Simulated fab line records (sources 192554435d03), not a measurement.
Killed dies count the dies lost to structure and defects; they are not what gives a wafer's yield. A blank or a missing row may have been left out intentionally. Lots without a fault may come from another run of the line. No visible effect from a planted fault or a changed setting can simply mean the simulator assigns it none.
Split-lot trial || flow n5_finfet || 7 lots, 21 wafers read, on a route of 1938 steps

== SPLIT DETAILS ==
At N5_BEOL_M7_TRENCH_ETCH_37 (etches SiCOH lowk in C4F6/O2, target depth 93.478 nm, time 31.2 s), the setting bias_w was moved away from the recipe's 185 W on 4 of the 21 wafers read, by -14.3% to +13.5%. This setting was run at the recipe's value on the other wafers.

== FROM THE SPLIT TO THE READING: what the file shows between them, 2 steps ==
- N5_BEOL_M7_ETCH_41: etches SiCN in CH3F/O2, target depth 31.9 nm, time 57.8 s
- N5_BEOL_M7_STRIP_80: strips in N2/H2, time 10 s

== THE READING ==
trench_depth_nm, in nm, at N5_BEOL_M7_OCD_MEAS_38. On this fab line, fault-free wafers typically give 93.4 nm with a standard deviation of 1.9 nm.

{"wafer": "L077.1", "tool, chamber at the split": "rie_diel-03, 2", "bias_w as run, W": 185, "against the recipe": "recipe", "trench_depth_nm, nm": 93.0, "against lot-mates on the recipe": "-"}
{"wafer": "L077.2", "tool, chamber at the split": "rie_diel-03, 0", "bias_w as run, W": 210, "against the recipe": "+13.5%", "trench_depth_nm, nm": 96.7, "against lot-mates on the recipe": "+3.8"}
{"wafer": "L077.6", "tool, chamber at the split": "rie_diel-03, 3", "bias_w as run, W": 185, "against the recipe": "recipe", "trench_depth_nm, nm": 92.9, "against lot-mates on the recipe": "-"}
{"wafer": "L076.1", "tool, chamber at the split": "rie_diel-03, 3", "bias_w as run, W": 185, "against the recipe": "recipe", "trench_depth_nm, nm": 95.2, "against lot-mates on the recipe": "-"}
{"wafer": "L076.3", "tool, chamber at the split": "rie_diel-03, 2", "bias_w as run, W": 185, "against the recipe": "recipe", "trench_depth_nm, nm": 92.9, "against lot-mates on the recipe": "-"}
{"wafer": "L076.5", "tool, chamber at the split": "rie_diel-03, 3", "bias_w as run, W": 185, "against the recipe": "recipe", "trench_depth_nm, nm": 94.1, "against lot-mates on the recipe": "-"}
{"wafer": "L082.2", "tool, chamber at the split": "rie_diel-04, 2", "bias_w as run, W": 185, "against the recipe": "recipe", "trench_depth_nm, nm": 92.7, "against lot-mates on the recipe": "-"}
{"wafer": "L082.3", "tool, chamber at the split": "rie_diel-04, 3", "bias_w as run, W": 185, "against the recipe": "recipe", "trench_depth_nm, nm": 92.9, "against lot-mates on the recipe": "-"}
{"wafer": "L082.5", "tool, chamber at the split": "rie_diel-04, 0", "bias_w as run, W": 185, "against the recipe": "recipe", "trench_depth_nm, nm": 93.9, "against lot-mates on the recipe": "-"}
{"wafer": "L079.4", "tool, chamber at the split": "rie_diel-03, 0", "bias_w as run, W": 185, "against the recipe": "recipe", "trench_depth_nm, nm": 92.5, "against lot-mates on the recipe": "-"}
{"wafer": "L079.5", "tool, chamber at the split": "rie_diel-03, 0", "bias_w as run, W": 185, "against the recipe": "recipe", "trench_depth_nm, nm": 92.6, "against lot-mates on the recipe": "-"}
{"wafer": "L079.6", "tool, chamber at the split": "rie_diel-03, 1", "bias_w as run, W": 185, "against the recipe": "recipe", "trench_depth_nm, nm": 90.7, "against lot-mates on the recipe": "-"}
{"wafer": "L081.1", "tool, chamber at the split": "rie_diel-04, 2", "bias_w as run, W": 185, "against the recipe": "recipe", "trench_depth_nm, nm": 91.8, "against lot-mates on the recipe": "-"}
{"wafer": "L081.5", "tool, chamber at the split": "rie_diel-04, 2", "bias_w as run, W": 185, "against the recipe": "recipe", "trench_depth_nm, nm": 92.1, "against lot-mates on the recipe": "-"}
{"wafer": "L081.6", "tool, chamber at the split": "rie_diel-04, 1", "bias_w as run, W": 158.6, "against the recipe": "-14.3%", "trench_depth_nm, nm": 86.2, "against lot-mates on the recipe": -5.7}
{"wafer": "L087.1", "tool, chamber at the split": "rie_diel-04, 0", "bias_w as run, W": 185, "against the recipe": "recipe", "trench_depth_nm, nm": 92.3, "against lot-mates on the recipe": "-"}
{"wafer": "L087.2", "tool, chamber at the split": "rie_diel-04, 2", "bias_w as run, W": 203.3, "against the recipe": "+9.9%", "trench_depth_nm, nm": 94.6, "against lot-mates on the recipe": "+2.3"}
{"wafer": "L087.4", "tool, chamber at the split": "rie_diel-04, 3", "bias_w as run, W": 203.3, "against the recipe": "+9.9%", "trench_depth_nm, nm": 94.7, "against lot-mates on the recipe": "+2.4"}
{"wafer": "L086.1", "tool, chamber at the split": "rie_diel-05, 3", "bias_w as run, W": 185, "against the recipe": "recipe", "trench_depth_nm, nm": 92.6, "against lot-mates on the recipe": "-"}
{"wafer": "L086.2", "tool, chamber at the split": "rie_diel-05, 1", "bias_w as run, W": 185, "against the recipe": "recipe", "trench_depth_nm, nm": 94.3, "against lot-mates on the recipe": "-"}
{"wafer": "L086.4", "tool, chamber at the split": "rie_diel-05, 2", "bias_w as run, W": 185, "against the recipe": "recipe", "trench_depth_nm, nm": 94.9, "against lot-mates on the recipe": "-"}

FIT RESULTS
A straight line over all 21 wafers: trench_depth_nm changes by +0.317 nm for each +1% of bias_w; r = +0.81; the points scatter about the line by 1.2 nm.
The same after taking each lot's own level away (the mean of its wafers on the recipe; 21 wafers): +0.313 nm for each +1%; r = +0.91; scatter 0.77 nm.
On that fit, the largest move of bias_w shifts the reading by 4.5 nm.
Across the lots, their own levels run from 91.93 to 94.07 nm, a range of 1.1 times the standard deviation given above.
Hence the lot-to-lot level has little effect on the slope; both slopes agree.
Check: -3.68 nm against its lot-mates is what the line predicts for one of the wafers moved furthest among these (-14.3%) when that wafer is left out of the fit. Against them it came out at -5.75 nm.
Tool readings at the split's step, against how far the setting was moved: rf_vpp_V r = +0.92.

== THE OTHER SPLITS THESE WAFERS WENT THROUGH ==
Note: prior to the reading, these wafers also went through further splits. Each is held against what the fit with the lots' levels taken away leaves over:
{"other split on the same wafers": "N5_BEOL_M5_COAT_22 spin_rpm", "wafers away from the commonest value": 9, "r with trench_depth_nm (lot level and that fit taken away)": -0.03}
{"other split on the same wafers": "N5_BEOL_M5_TRENCH_ETCH_37 bias_w", "wafers away from the commonest value": 5, "r with trench_depth_nm (lot level and that fit taken away)": "+0.00"}
{"other split on the same wafers": "N5_BEOL_M5_ETCH_41 source_w", "wafers away from the commonest value": 6, "r with trench_depth_nm (lot level and that fit taken away)": "+0.10"}
{"other split on the same wafers": "N5_BEOL_M6_COAT_22 spin_rpm", "wafers away from the commonest value": 8, "r with trench_depth_nm (lot level and that fit taken away)": -0.24}
{"other split on the same wafers": "N5_BEOL_M6_EXPOSE_25 dose_mj", "wafers away from the commonest value": 8, "r with trench_depth_nm (lot level and that fit taken away)": "+0.20"}
{"other split on the same wafers": "N5_BEOL_M7_ETCH_66 bias_w", "wafers away from the commonest value": 6, "r with trench_depth_nm (lot level and that fit taken away)": -0.45}

== THE WHOLE CHAIN: every reading that the file lists as answering this split, in the file's order ==
{"step": "N5_BEOL_M7_TRENCH_ETCH_37", "what it does": "etches SiCOH lowk in C4F6/O2, target depth 93.478 nm, time 31.2 s", "reading": "rf_vpp_V", "change (the file's fit)": "+4.25 V for each +1% of the setting", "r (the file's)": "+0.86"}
{"step": "N5_BEOL_M7_TRENCH_ETCH_37", "what it does": "etches SiCOH lowk in C4F6/O2, target depth 93.478 nm, time 31.2 s", "reading": "etch.depth_nm (the simulator's own value, which no gauge read)", "change (the file's fit)": "+0.326 nm for each +1% of the setting", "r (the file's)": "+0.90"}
{"step": "N5_BEOL_M7_TRENCH_ETCH_37", "what it does": "etches SiCOH lowk in C4F6/O2, target depth 93.478 nm, time 31.2 s", "reading": "BEOL_M7.feature_depth_nm (the simulator's own value, which no gauge read)", "change (the file's fit)": "+0.331 nm for each +1% of the setting", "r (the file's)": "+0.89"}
{"step": "N5_BEOL_M7_OCD_MEAS_38", "what it does": "", "reading": "trench_depth_nm", "change (the file's fit)": "+0.323 nm for each +1% of the setting", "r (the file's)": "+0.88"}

== THE FILE'S OWN FIT ==
trench_depth_nm changes by +0.323 nm for each +1% of bias_w, r = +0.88.
